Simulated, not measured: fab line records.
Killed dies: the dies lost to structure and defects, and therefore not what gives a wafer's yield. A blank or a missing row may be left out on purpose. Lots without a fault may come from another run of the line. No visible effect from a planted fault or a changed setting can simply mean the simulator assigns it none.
Which tool did it? | flow n5 finfet | Sampling: 7 lots, 21 wafers, 4 of 1938 route steps

## WHAT THE GAUGES READ, wafer by wafer
N5_BEOL_M4_OCD_MEAS_38.
lot  | measured     | on     | trench depth nm (nm)
L846 | day 9 16:05  | ocd-01 | 55.9 55.6 55.1
L849 | day 10 13:14 | ocd-01 | 55.1 55.9 54.9
L850 | day 10 16:14 | ocd-01 | 55.5 55.4 54.1
L857 | day 12 01:15 | ocd-01 | 57.2 56.9 55.7
L858 | day 13 00:26 | ocd-02 | 70.7 55.4 58.3
L859 | day 13 02:56 | ocd-01 | 70.6 55.0 54.9
L862 | day 13 05:19 | ocd-02 | 55.7 56.3 54.9

## EACH LOT AND THE TOOL THAT RAN IT (in order: tool; ch and the chambers of the sampled wafers; start)
lot  | N5_BEOL_M4_VIA_ETCH_34             | N5_BEOL_M4_STRIP_36                | N5_BEOL_M4_TRENCH_ETCH_37
L846 | rie diel-06 ch 0,1, day 9 15:50    | rie diel-06 ch 0,1, day 9 15:53    | rie diel-06 ch 0,1, day 9 15:56
L849 | rie diel-06 ch 0,1,2, day 10 12:58 | rie diel-06 ch 0,1,2, day 10 13:02 | rie diel-06 ch 0,1,2, day 10 13:04
L850 | rie diel-06 ch 1,2,3, day 10 15:59 | rie diel-06 ch 1,2,3, day 10 16:02 | rie diel-06 ch 1,2,3, day 10 16:05
L857 | rie diel-04 ch 0,2, day 12 01:00   | rie diel-04 ch 0,2, day 12 01:04   | rie diel-04 ch 0,2, day 12 01:06
L858 | rie diel-06 ch 0,1,3, day 13 00:11 | rie diel-06 ch 0,1,3, day 13 00:15 | rie diel-06 ch 0,1,3, day 13 00:17
L859 | rie diel-06 ch 0,1,2, day 13 02:41 | rie diel-06 ch 0,1,2, day 13 02:44 | rie diel-06 ch 0,1,2, day 13 02:47
L862 | rie diel-02 ch 0,1, day 13 05:04   | rie diel-02 ch 0,1, day 13 05:07   | rie diel-02 ch 0,1, day 13 05:10
- N5_BEOL_M4_VIA_ETCH_34: etches the open film in C4F6/O2, target depth 69.4 nm, time 65.9 s.
- N5_BEOL_M4_STRIP_36: strips in N2/H2.
- N5_BEOL_M4_TRENCH_ETCH_37: etches SiOC in C4F6/O2, target depth 55.555 nm, time 29.2 s.

## THE ANSWER, worked out from the rows above alone
Rule: usual is defined by the lots themselves. The widest of any qualifying gaps counts: lots, ordered by their means at a reading, are off when they make up no more than a third of the lots, leave a main group of 4 or more, and stand apart from it by 3 or more times the standard deviation of that group's means. A main group is skipped when, at the precision printed for the reading in the tables above, its means are all equal. Also off: a lot with no number at a reading for which 4 or more lots have one. All remaining lots with rows at the step are treated as sound.
Off, at N5_BEOL_M4_OCD_MEAS_38 on trench depth nm: L858, L859. For the main group the mean is 55.6 nm and the standard deviation 0.54.
If a tool, at a process step before that reading, ran all the lots that are off and no sound lot after the first of them, it fits. Gauges at N5_BEOL_M4_OCD_MEAS_38: tried the same way as those tools. One fits: rie diel-06 at N5_BEOL_M4_VIA_ETCH_34 and N5_BEOL_M4_STRIP_36 and N5_BEOL_M4_TRENCH_ETCH_37. At N5_BEOL_M4_VIA_ETCH_34 its last sound lot is L850 (day 10 15:59), its first lot that is off L858 (day 13 00:11): a fault that began between those two fits.

## WHAT WAS PUT IN BY THE SIMULATOR
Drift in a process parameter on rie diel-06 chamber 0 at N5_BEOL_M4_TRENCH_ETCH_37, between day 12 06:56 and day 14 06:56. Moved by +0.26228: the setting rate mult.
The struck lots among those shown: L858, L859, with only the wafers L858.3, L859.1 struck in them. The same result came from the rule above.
